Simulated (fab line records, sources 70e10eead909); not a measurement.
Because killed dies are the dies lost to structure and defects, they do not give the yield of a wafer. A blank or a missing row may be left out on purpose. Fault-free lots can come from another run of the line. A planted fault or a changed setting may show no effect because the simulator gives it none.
What tool caused it? -- flow nandHarc -- 33 wafers from 11 lots sampled at 6 of the route's 1302 steps

WHAT THE GAUGES READ, wafer by wafer
NHARC_A_M0_CD_MEAS_09 targets a cd of 80 nm. Usual: cdNm 80.2 nm, standard deviation 0.54.
lot,measured,on,cdNm (nm),flag
L486,day 23 11:44,cdSem-01,80.4 79.6 79.8,
L488,day 23 14:37,cdSem-03,81.0 79.6 79.3,
L493,day 26 15:38,cdSem-01,106.8 107.1 106.8,OFF
L494,day 26 17:42,cdSem-03,101.6 101.3 101.8,OFF
L496,day 26 20:43,cdSem-01,107.9 107.1 107.8,OFF
L499,day 28 17:35,cdSem-02,80.0 80.0 79.9,
L505,day 30 13:10,cdSem-03,80.9 79.2 79.7,
L503,day 30 15:40,cdSem-01,79.1 80.3 80.8,
L504,day 30 19:56,cdSem-03,78.8 80.2 79.6,
L506,day 32 12:31,cdSem-01,79.9 80.9 80.2,
L508,day 32 16:13,cdSem-02,79.8 80.6 79.8,

NHARC_END_SORT_01. Usual: defectLimitedYield is 90 % with standard deviation 3.4, killedAtArray is 62 with standard deviation 22, killedAtOther is 1.0 with standard deviation 1.4, killedAtPeriphery is 4.2 with standard deviation 2.8, killedDies is 67 with standard deviation 23, killedOpen is 3.1 with standard deviation 1.7, and killedShort is 2.1 with standard deviation 1.5.
lot,measured,on,defectLimitedYield (%),killedAtArray,killedAtOther,killedAtPeriphery,killedDies,killedOpen,killedShort,flag
L486,day 25 13:26,prober-02,88 87 89,74 84 72,2 0 1,5 5 3,81 89 76,2 6 4,0 6 3,
L488,day 25 04:05,prober-01,92 93 91,47 45 53,2 2 3,6 2 4,55 49 60,5 2 5,3 2 1,
L493,day 28 05:53,prober-02,85 85 84,99 102 105,0 0 3,4 2 2,103 104 110,6 1 3,5 3 1,
L494,day 28 06:41,prober-01,94 94 93,35 38 42,2 3 4,1 3 1,38 44 47,0 0 2,0 1 1,
L496,day 28 15:21,prober-01,89 88 88,76 81 80,0 0 2,0 0 0,76 81 82,1 3 3,5 5 3,
L499,day 30 10:26,prober-01,91 92 92,61 53 49,0 0 0,1 4 3,62 57 52,0 4 1,1 2 3,
L505,day 32 05:26,prober-02,90 88 89,63 75 67,3 3 2,4 6 4,70 84 73,3 4 3,2 1 3,
L503,day 32 04:36,prober-01,81 86 85,119 85 94,0 0 0,9 7 9,128 92 103,3 0 2,2 1 2,
L504,day 33 07:31,prober-02,89 90 89,68 58 66,1 5 8,3 7 3,72 70 77,3 4 5,2 4 5,
L506,day 35 09:43,prober-01,94 93 92,32 40 49,1 0 0,5 5 4,38 45 53,4 1 7,3 0 1,
L508,day 35 08:51,prober-02,84 88 90,107 77 68,0 0 1,2 2 0,109 79 69,5 5 3,2 1 2,

EACH LOT AND THE TOOL THAT RAN IT (in order: tool; ch and the chambers of the sampled wafers; start)
lot,NHARC_A_BLC_ETCH_17,NHARC_A_M0_PEB_07,NHARC_A_M0_ETCH_34,NHARC_A_M0_ETCH_15
L486,"rieDiel-07 ch 1,2,3, day 23 11:38 or earlier","lithoTrack-01 ch 0, day 23 11:38","rieDiel-02 ch 1,2, day 23 11:59","rieDiel-02 ch 0,1,3, day 25 13:26 or earlier"
L488,"rieDiel-07 ch 0,2,3, day 23 14:32 or earlier","lithoTrack-01 ch 0, day 23 14:32","rieDiel-03 ch 1,2,3, day 23 14:53","rieDiel-03 ch 0,1,2, day 25 04:05 or earlier"
L493,"rieDiel-07 ch 0,1,3, day 26 15:34 or earlier","lithoTrack-04 ch 0, day 26 15:34","rieDiel-06 ch 0,1,2, day 26 15:55","rieDiel-06 ch 0,1,3, day 28 05:53 or earlier"
L494,"rieDiel-01 ch 0,3, day 26 17:37 or earlier","lithoTrack-04 ch 0, day 26 17:37","rieDiel-06 ch 1,2,3, day 26 17:59","rieDiel-06 ch 1,2,3, day 28 06:41 or earlier"
L496,"rieDiel-13 ch 0,2,3, day 26 20:38 or earlier","lithoTrack-04 ch 0, day 26 20:38","rieDiel-02 ch 0,1, day 26 20:59","rieDiel-02 ch 0,1, day 28 15:21 or earlier"
L499,"rieDiel-13 ch 1,2,3, day 28 17:30 or earlier","lithoTrack-01 ch 0, day 28 17:30","rieDiel-02 ch 0,1,3, day 28 17:51","rieDiel-02 ch 1,2,3, day 30 10:26 or earlier"
L505,"rieDiel-13 ch 1,3, day 30 13:05 or earlier","lithoTrack-01 ch 0, day 30 13:05","rieDiel-06 ch 0,3, day 30 13:26","rieDiel-06 ch 0,2,3, day 32 05:26 or earlier"
L503,"rieDiel-07 ch 0,1, day 30 15:35 or earlier","lithoTrack-01 ch 0, day 30 15:35","rieDiel-02 ch 2,3, day 30 15:56","rieDiel-02 ch 0,1, day 32 04:36 or earlier"
L504,"rieDiel-07 ch 0,1, day 30 19:51 or earlier","lithoTrack-01 ch 0, day 30 19:51","rieDiel-03 ch 1,2, day 30 20:12","rieDiel-03 ch 0,1,2, day 33 07:31 or earlier"
L506,"rieDiel-07 ch 1,2,3, day 32 12:26 or earlier","lithoTrack-04 ch 0, day 32 12:26","rieDiel-06 ch 0,1,2, day 32 12:48","rieDiel-06 ch 0,1,3, day 35 09:43 or earlier"
L508,"rieDiel-13 ch 0,1,3, day 32 16:08 or earlier","lithoTrack-04 ch 0, day 32 16:08","rieDiel-02 ch 0,2,3, day 32 16:29","rieDiel-02 ch 0,1,3, day 35 08:51 or earlier"
- NHARC_A_BLC_ETCH_17: etches the open film in N2/H2, target depth 390 nm, time 609.38 s.
- NHARC_A_M0_PEB_07: peb time 65 s.
- NHARC_A_M0_ETCH_34: etches the open film in N2/H2, target depth 40 nm, overetch 12 nm, time 43.94 s.
- NHARC_A_M0_ETCH_15: etches the open film in C4F8/Ar, target depth 150 nm, overetch 15 nm, time 82.5 s.

AS READ BY THE TOOLS THEMSELVES (means over the sampled wafers that have a number; for cases with no such wafer, the mark the record gives instead)
NHARC_A_BLC_ETCH_17. Usual: chamberPressureMTorr 30.001 mTorr, standard deviation 0.027; drypumpMotorCurrentA 5.9 A, standard deviation 0.47; oesProductAu 1.001 a.u., standard deviation 0.009; rfVppV 428.2 V, standard deviation 1.7; showerheadPlenumPTorr 1.96 Torr, standard deviation 0.048; throttleValvePct 14.171 %, standard deviation 0.0099.
lot,tool,chamberPressureMTorr (mTorr),drypumpMotorCurrentA (A),oesProductAu (a.u.),rfVppV (V),showerheadPlenumPTorr (Torr),throttleValvePct (%),flag
L486,rieDiel-07,30.014,5.9,1.011,428.3,1.96,14.168,
L488,rieDiel-07,29.983,5.9,1.010,429.5,1.99,14.175,
L493,rieDiel-07,30.004,6.1,1.012,429.2,2.00,14.180,
L494,rieDiel-01,30.012,6.4,1.004,428.3,1.96,14.177,
L496,rieDiel-13,30.007,5.6,1.003,427.6,1.93,14.166,
L499,rieDiel-13,29.984,5.5,1.002,426.2,1.91,14.172,
L505,rieDiel-13,30.006,5.9,1.005,426.3,1.90,14.171,
L503,rieDiel-07,30.024,6.0,1.000,429.0,1.99,14.179,
L504,rieDiel-07,29.983,6.0,0.992,430.4,2.03,14.174,
L506,rieDiel-07,29.978,5.9,0.997,428.0,1.95,14.173,
L508,rieDiel-13,29.998,5.7,0.994,426.5,1.92,14.185,

NHARC_A_M0_PEB_07. Usual: heaterPowerTotalW 156.6 W, standard deviation 0.42; plateTempC 100.00 C, standard deviation 0.12; resistLineTempC 23.00 C, standard deviation 0.11.
lot,tool,heaterPowerTotalW (W),plateTempC (C),resistLineTempC (C),flag
L486,lithoTrack-01,156.4,100.06,23.04,
L488,lithoTrack-01,156.3,100.02,23.06,
L493,lithoTrack-04,174.9,108.17,22.98,OFF
L494,lithoTrack-04,174.7,108.39,23.10,OFF
L496,lithoTrack-04,174.6,108.31,22.88,OFF
L499,lithoTrack-01,156.9,99.85,23.00,
L505,lithoTrack-01,157.0,100.10,22.99,
L503,lithoTrack-01,156.3,100.06,22.98,
L504,lithoTrack-01,156.8,100.13,23.14,
L506,lithoTrack-04,156.7,99.96,22.95,
L508,lithoTrack-04,156.4,99.93,22.99,

NHARC_A_M0_ETCH_34. Usual: chamberPressureMTorr 30.000 mTorr, standard deviation 0.028; drypumpMotorCurrentA 5.5 A, standard deviation 0.3; oesProductAu 0.996 a.u., standard deviation 0.012; rfVppV 432.4 V, standard deviation 2.3; showerheadPlenumPTorr 2.10 Torr, standard deviation 0.079; throttleValvePct 14.173 %, standard deviation 0.0085.
lot,tool,chamberPressureMTorr (mTorr),drypumpMotorCurrentA (A),oesProductAu (a.u.),rfVppV (V),showerheadPlenumPTorr (Torr),throttleValvePct (%),flag
L486,rieDiel-02,30.024,5.4,1.005,433.3,2.14,14.180,
L488,rieDiel-03,29.986,5.8,1.003,429.8,1.99,14.170,
L493,rieDiel-06,29.969,5.6,1.003,432.2,2.08,14.172,
L494,rieDiel-06,30.019,5.6,1.001,431.9,2.08,14.175,
L496,rieDiel-02,30.015,5.1,0.982,433.2,2.14,14.171,
L499,rieDiel-02,29.986,5.4,0.994,434.0,2.16,14.166,
L505,rieDiel-06,30.014,5.3,0.995,432.3,2.11,14.173,
L503,rieDiel-02,29.969,5.8,0.992,433.9,2.19,14.175,
L504,rieDiel-03,29.986,6.0,1.004,431.4,2.07,14.169,
L506,rieDiel-06,29.982,5.5,0.995,431.5,2.08,14.174,
L508,rieDiel-02,29.999,5.5,1.000,434.3,2.17,14.171,

NHARC_A_M0_ETCH_15. Usual: chamberPressureMTorr 24.998 mTorr, standard deviation 0.029; oesProductAu 0.943 a.u., standard deviation 0.022; rfVppV 442.6 V, standard deviation 2.3.
lot,tool,chamberPressureMTorr (mTorr),oesProductAu (a.u.),rfVppV (V),flag
L486,rieDiel-02,25.003,0.969,443.6,
L488,rieDiel-03,24.984,0.953,438.7,
L493,rieDiel-06,24.983,0.929,444.4,
L494,rieDiel-06,25.030,0.961,442.7,
L496,rieDiel-02,24.967,0.952,443.6,
L499,rieDiel-02,24.990,0.956,444.6,
L505,rieDiel-06,25.016,0.965,441.7,
L503,rieDiel-02,24.977,0.926,442.9,
L504,rieDiel-03,25.009,0.930,439.8,
L506,rieDiel-06,25.021,0.924,442.2,
L508,rieDiel-02,25.010,0.966,443.8,

THE ANSWER, worked out from the rows above alone
Rule: a lot counts as off when the mean over its wafers that have a number is more than 3 standard deviations away from the usual mean. Also off: a lot with no number at a reading for which 4 or more lots have one. The other lots that the step has rows for count as sound. After the gauges, taken in route order, come the tools' own readings; for these a lot's mean is taken, as printed above. At the first step where some lot is off, the reading lying furthest off is the one used; lots without a number count as furthest.
Off at NHARC_A_M0_CD_MEAS_09 (cdNm): L493, L494, L496.
If a tool, at a process step before that reading, ran all the lots that are off and no sound lot after the first of them, it fits. Not tried: the gauges at NHARC_A_M0_CD_MEAS_09; whatever is off there is also off at NHARC_A_M0_PEB_07, on other tools, and gauge error can't account for it. NHARC_A_BLC_ETCH_17: start missing for some lots; hours and lot order therefore follow NHARC_A_M0_PEB_07. None of those tried fits.

WHAT THE SIMULATOR PUT IN
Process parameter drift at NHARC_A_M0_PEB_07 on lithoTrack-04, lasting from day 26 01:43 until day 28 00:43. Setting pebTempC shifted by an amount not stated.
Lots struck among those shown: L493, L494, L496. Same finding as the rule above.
